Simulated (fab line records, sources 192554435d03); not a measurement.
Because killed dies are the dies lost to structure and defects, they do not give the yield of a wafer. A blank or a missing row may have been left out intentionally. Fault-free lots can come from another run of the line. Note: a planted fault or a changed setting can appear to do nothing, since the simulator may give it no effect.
Lot-split experiment | flow n5 finfet | 21 wafers read from 7 lots, route of 1938 steps

ON THE SPLIT
At N5_SD_EPI_N_ETCH_35 (etches SOC in N2/H2, overetch 108 nm, time 486 s), the setting source w was moved away from the recipe's 3000 W on 6 of the 21 wafers read, by -14.2% to -7.5%. For the rest of the wafers, this setting stayed at what the recipe calls for.

The split's own step is where the reading is taken.

THE READING
rf vpp V, in V, at N5_SD_EPI_N_ETCH_35 (etches SOC in N2/H2, overetch 108 nm, time 486 s). On this fab line, fault-free wafers typically give 241.2 V with a standard deviation of 1.4 V.

wafer  | tool, chamber at the split | source w as run, W | against the recipe | rf vpp V, V | against lot-mates on the recipe
L075.1 | rie diel-03, 3             | 2733               | -8.9%              | 248.2       | +7.0
L075.3 | rie diel-03, 0             | 3000               | recipe             | 241.2       | -
L075.6 | rie diel-03, 1             | 2733               | -8.9%              | 247.1       | +5.9
L077.1 | rie diel-04, 1             | 3000               | recipe             | 240.8       | -
L077.2 | rie diel-04, 0             | 3000               | recipe             | 240.5       | -
L077.5 | rie diel-04, 1             | 3000               | recipe             | 242.1       | -
L078.2 | rie diel-04, 1             | 3000               | recipe             | 242.4       | -
L078.3 | rie diel-04, 0             | 3000               | recipe             | 241.7       | -
L078.4 | rie diel-04, 2             | 2776               | -7.5%              | 247.3       | +5.2
L081.2 | rie diel-05, 2             | 3000               | recipe             | 240.7       | -
L081.3 | rie diel-05, 1             | 2573               | -14.2%             | 257.6       | +16.9
L081.5 | rie diel-05, 1             | 2573               | -14.2%             | 255.3       | +14.6
L090.4 | rie diel-04, 3             | 2669               | -11.0%             | 249.6       | +8.3
L090.5 | rie diel-04, 0             | 3000               | recipe             | 241.8       | -
L090.6 | rie diel-04, 1             | 3000               | recipe             | 240.8       | -
L091.2 | rie diel-04, 2             | 3000               | recipe             | 241.7       | -
L091.5 | rie diel-04, 0             | 3000               | recipe             | 243.4       | -
L091.6 | rie diel-04, 1             | 3000               | recipe             | 241.7       | -
L092.2 | rie diel-05, 3             | 3000               | recipe             | 239.5       | -
L092.3 | rie diel-05, 0             | 3000               | recipe             | 244.7       | -
L092.6 | rie diel-05, 3             | 3000               | recipe             | 239.5       | -

THE FIT
A straight line over all 21 wafers: rf vpp V changes by -0.914 V for each +1% of source w; r = -0.95; the points scatter about the line by 1.6 V.
The same after taking each lot's own level away (the mean of its wafers on the recipe; 21 wafers): -0.952 V for each +1%; r = -0.95; scatter 1.6 V.
On that fit, the largest move of source w shifts the reading by 14 V.
The span of the lots' own levels, 240.70 to 242.27 V, comes to 1.1 times the standard deviation stated above.
So the lot-to-lot level changes the slope little: the two slopes agree.
Check: for one of the wafers moved furthest among these (-14.2%), held out of the fit, the line's prediction against its lot-mates is +12 V. It came out at +16.9 V against them.
Tool readings at the split's step, against how far the setting was moved: rf vpp V r = -0.95.

ADDITIONAL SPLITS CARRIED BY THESE WAFERS
Other splits were also applied to these wafers ahead of the reading. Each is held against what the fit with the lots' levels taken away leaves over:
other split on the same wafers            | wafers away from the commonest value | r with rf vpp V (lot level and that fit taken away)
N5_PMOS_HMC_CHANNEL_EPI_COAT_03 spin rpm  | 7                                    | +0.09
N5_PMOS_HMC_CHANNEL_EPI_EXPOSE_06 dose mj | 12                                   | -0.18
N5_FIN_SAQP_PECVD_06 time s               | 4                                    | -0.44
N5_FIN_SAQP_HM_DEP_72 time s              | 5                                    | +0.03

THE WHOLE CHAIN: every reading that the file lists as answering this split, in the file's order
step                    | what it does                                                | reading                                                                           | change (the file's fit)               | r (the file's)
N5_SD_EPI_N_ETCH_35     | etches SOC in N2/H2, overetch 108 nm, time 486 s            | rf vpp V                                                                          | -0.896 V for each +1% of the setting  | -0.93
N5_SD_EPI_N_ETCH_35     | etches SOC in N2/H2, overetch 108 nm, time 486 s            | SiARC_of_SD_EPI_N_COAT_33.thk nm (the simulator's own value, which no gauge read) | -0.119 nm for each +1% of the setting | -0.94
N5_SD_EPI_N_ETCHBACK_44 | etches SiNx in CH3F/O2, stops on SiO2, target depth 14.5 nm | SiARC_of_SD_EPI_N_COAT_33.thk nm (the simulator's own value, which no gauge read) | -0.126 nm for each +1% of the setting | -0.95

THE FILE'S OWN FIT
rf vpp V changes by -0.896 V for each +1% of source w, r = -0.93.
